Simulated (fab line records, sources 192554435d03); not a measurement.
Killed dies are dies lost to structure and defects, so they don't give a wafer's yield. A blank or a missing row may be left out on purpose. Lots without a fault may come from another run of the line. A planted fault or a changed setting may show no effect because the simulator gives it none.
Chamber matching | flow n5_finfet | N5_FIN_SAQP_SPACER2_ALD_28 on ald_sin-03: 4 sister chambers
The step deposits SiO2, target thk 8.1 nm, pulse time 1 s, purge time 2 s. 4 wafers are shown with their chamber, then 12 later ones without.

WAFERS WITH THEIR CHAMBER
wafer  | chamber | heater_power_w (W)
L087.1 | 1       | 500
L087.4 | 0       | 418
L087.5 | 2       | 416
L087.6 | 3       | 546

WAFERS WITHOUT THEIR CHAMBER
wafer  | heater_power_w (W)
L088.2 | 483
L088.3 | 412
L088.6 | 420
L092.2 | 429
L092.4 | 488
L092.5 | 548
L093.1 | 399
L093.2 | 411
L093.3 | 496
L093.4 | 554
L093.5 | 538
L093.6 | 429

WHICH CHAMBER EACH WENT THROUGH
wafer  | from the rows above     | in truth
L088.2 | 1                       | 1
L088.3 | can't be placed: 2 or 0 | 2
L088.6 | can't be placed: 0 or 2 | 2
L092.2 | can't be placed: 0 or 2 | 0
L092.4 | 1                       | 1
L092.5 | 3                       | 3
L093.1 | can't be placed: 2 or 0 | 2
L093.2 | can't be placed: 2 or 0 | 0
L093.3 | 1                       | 1
L093.4 | 3                       | 3
L093.5 | 3                       | 3
L093.6 | can't be placed: 0 or 2 | 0
Placed correctly: 6 of 12. Can't be placed from these rows: 6 (the true chamber is among the candidates in 6). Placed wrongly: 0.
How it was worked out, from the rows above alone: a wafer's distance from a chamber is the root of the sum, over the readings, of the square of ((its reading less the chamber's mean) divided by the reading's scatter). The wafer belongs to the nearest chamber; if the next one is less than 2 further off, it can't be placed. A chamber's mean is the mean of its shown wafers. The scatter: with one shown wafer a chamber, the root of the mean of the squares of how far each hidden wafer lies from its nearest shown one.
